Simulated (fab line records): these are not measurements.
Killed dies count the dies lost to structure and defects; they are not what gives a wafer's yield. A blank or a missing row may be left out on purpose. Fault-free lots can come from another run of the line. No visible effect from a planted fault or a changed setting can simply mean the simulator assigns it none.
A struck lot beside a sound one | flow n5Finfet | 36 steps out of a route of 1938
Sound: these wafers, L660.1, L660.2, L660.3. Wafers struck: L657.2, L657.3, L657.6. At the end, the cause is stated.
Order at every step that has rows: each side's tool, ch and its chambers, its first start. Under that, the readings that differ: sound wafers | struck wafers | difference of the means | sigmas: that difference in standard deviations of wafers without a fault.
alike: readings whose means differ by less than 2 such deviations, and words and numbers that are the same on both sides. not compared: withheld readings, readings that some wafer has no value for, bounds like >300 that may hide the same value, and numbers for which the record gives no deviation and whose values overlap.
Wherever a step has rows on one side only, a row that says differs or no value, or a row with sigmas, the two part there. Numbers that don't overlap but have no deviation are shown without sigmas and don't part them. A reading that every wafer of one side lacks parts them only if that side has two wafers or more.

first, 9 steps without rows for these wafers: N5_BEOL_M4_ANNEAL_95 (time 240 s); N5_BEOL_M4_SPUTTER_96 (material Cu, target thk 4.5 nm, time 8.29 s); N5_BEOL_M4_ECD_50 (material Cu, target thk 300 nm); N5_BEOL_M4_ANNEAL_51 (time 90 s); N5_BEOL_M4_CMP_52 (polishes, stops on SiOC, t overpolish 6.8 s, target thk 40 nm); N5_BEOL_M4_PRE_CLEAN_60 (time 15 s); N5_BEOL_M4_CO_CAP_55 (material Co, precursor CCTBA/H2, target thk 2 nm, time 102.1 s); N5_BEOL_M4_PRE_CLEAN_56 (time 15 s); N5_BEOL_M4_DEP_57 (deposits SiCN from 3MS/NH3, target thk 8 nm, time 14 s).
N5_BEOL_M4_RC_MEAS_101:
  sound on prober-01 ch 0, day 11 01:53; struck on prober-02 ch 0, day 10 20:37
  alike: DIBL_N, DIBL_P, IOFF_N, IOFF_P, ION_N, ION_P, SS_N, SS_P, VT_N, VT_P
then, 24 steps without rows for these wafers: N5_BEOL_M5_ILD_DEP_00 (deposits SiCOH lowk from DEMS/porogen, target thk 140.64 nm, time 25.9 s); N5_BEOL_M5_CURE_79 (cures SiCOH lowk, time 240 s); N5_BEOL_M5_PECVD_70 (deposits SiO2 from TEOS/O2, target thk 16 nm, time 18 s); N5_BEOL_M5_HM_DEP_02 (deposits TiN, target thk 20 nm); N5_BEOL_M5_COAT_59 (time 60 s, resist thk 60 nm); N5_BEOL_M5_COAT_60 (time 60 s, resist thk 12 nm); N5_BEOL_M5_COAT_71 (time 60 s, resist thk 5 nm); N5_BEOL_M5_COAT_05 (resist thk 30 nm); N5_BEOL_M5_EBR_07; N5_BEOL_M5_SOFTBAKE_06 (time 60 s); N5_BEOL_M5_EXPOSE_08 (exposes mask M5, target cd 28 nm); N5_BEOL_M5_PEB_09 (peb time 60 s); N5_BEOL_M5_DEVELOP_10 (develop time 30 s); N5_BEOL_M5_DESCUM_16 (chemistry O2, time 7 s); N5_BEOL_M5_ETCH_72 (etches underlayer in N2/H2, target depth 6.5 nm, time 5.2 s); N5_BEOL_M5_ETCH_61 (etches SiARC in CF4, target depth 15.6 nm, time 26 s); N5_BEOL_M5_ETCH_62 (etches SOC in N2/H2, target depth 75 nm, overetch 15 nm, time 112.5 s); N5_BEOL_M5_STRIP_63 (strips in N2/H2); N5_BEOL_M5_STRIP_73 (strips in N2/H2); N5_BEOL_M5_STRIP_64 (strips in CF4); N5_BEOL_M5_HM_OPEN_17 (chemistry Cl2/BCl3, target TiN, target depth 20 nm, overetch 6 nm); N5_BEOL_M5_STRIP_19 (strips in O2); N5_BEOL_M5_COAT_65 (time 60 s, resist thk 60 nm); N5_BEOL_M5_COAT_66 (time 60 s, resist thk 12 nm).
N5_BEOL_M8_VIA_ETCH_34: etches SiCOH lowk in C4F6/O2, target depth 125.5 nm, time 50.5 s.
  sound on rieDiel-02 ch 1,2,3, day 12 16:13; struck on rieDiel-04 ch 0,1,2, day 12 16:42
  no value came back on the struck wafers for any of 9 readings (C4F6_flow_sccm (sccm), O2_flow_sccm (sccm) and others); on the sound wafers C4F6_flow_sccm (sccm) reads 10.028 9.941 10.002
reading                                   | sound        | struck      | difference | sigmas
model.SiARC_of_BEOL_M8_COAT_64.thkNm (nm) | 0 0 0        | 6.6 6.8 6.8 | +6.7       | 
model.SOC_of_BEOL_M8_COAT_63.thkNm (nm)   | 53.8 54 54.2 | 60 60 59.8  | +6         | 
-- record jumps: 3 days separate the struck wafers' starts on either side; left off in module BEOL_M8, taken up again in module PASSIVATION, whose first shown step is the route's number 1936 --
N5_PASSIVATION_PROBE_49:
  only the struck wafers here have rows in the record (prober-02, day 15 14:28); the sound ones have none

== WHERE THEY PART ==
At N5_BEOL_M8_VIA_ETCH_34 first; at N5_PASSIVATION_PROBE_49 last (within this record only).

WHY: what the simulator had put in
Beginning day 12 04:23, the whole step at N5_BEOL_M8_VIA_ETCH_34 was skipped on rieDiel-04. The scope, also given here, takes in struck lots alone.
